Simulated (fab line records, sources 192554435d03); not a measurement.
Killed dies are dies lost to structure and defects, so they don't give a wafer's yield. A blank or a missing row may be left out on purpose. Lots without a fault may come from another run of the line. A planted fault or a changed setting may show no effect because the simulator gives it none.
Chamber matching | flow n5_finfet | N5_BEOL_M9_DESCUM_33 on rie_diel-02: 4 sister chambers
The step chemistry O2, time 7 s. 8 wafers are shown with their chamber, then 11 later ones without.

WAFERS WITH THEIR CHAMBER
wafer  | chamber | showerhead_plenum_p_Torr (Torr) | oes_product_au (a.u.)
L079.2 | 0       | 2.06                            | 0.69
L084.6 | 0       | 2.06                            | 0.69
L089.1 | 3       | 2.15                            | 0.67
L089.2 | 2       | 2.05                            | 0.88
L089.4 | 3       | 2.15                            | 0.67
L089.5 | 1       | 2.04                            | 0.90
L089.6 | 2       | 2.05                            | 0.88
L092.1 | 1       | 2.03                            | 0.87

WAFERS WITHOUT THEIR CHAMBER
wafer  | showerhead_plenum_p_Torr (Torr) | oes_product_au (a.u.)
L092.2 | 2.05                            | 1.00
L092.3 | 2.04                            | 0.87
L095.1 | 2.03                            | 0.87
L095.4 | 2.05                            | 0.98
L095.5 | 2.04                            | 0.87
L097.1 | 2.04                            | 0.87
L097.2 | 2.03                            | 0.87
L097.3 | 2.05                            | 0.97
L097.4 | 2.05                            | 0.97
L097.5 | 2.04                            | 0.87
L097.6 | 2.03                            | 0.88

WHICH CHAMBER EACH WENT THROUGH
wafer  | from the rows above     | in truth
L092.2 | can't be placed: 2 or 1 | 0
L092.3 | can't be placed: 1 or 2 | 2
L095.1 | 1                       | 1
L095.4 | can't be placed: 2 or 1 | 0
L095.5 | can't be placed: 1 or 2 | 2
L097.1 | can't be placed: 1 or 2 | 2
L097.2 | 1                       | 1
L097.3 | can't be placed: 2 or 1 | 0
L097.4 | can't be placed: 2 or 1 | 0
L097.5 | can't be placed: 1 or 2 | 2
L097.6 | 1                       | 1
Placed correctly: 3 of 11. Can't be placed from these rows: 8 (the true chamber is among the candidates in 4). Placed wrongly: 0.
How it was worked out, from the rows above alone: a wafer's distance from a chamber is the root of the sum, over the readings, of the square of ((its reading less the chamber's mean) divided by the reading's scatter). The wafer belongs to the nearest chamber; if the next one is less than 2 further off, it can't be placed. A chamber's mean is the mean of its shown wafers. The scatter: the root of (the sum of the squares of (reading less its chamber's mean) over the shown wafers, divided by (wafers less chambers)).
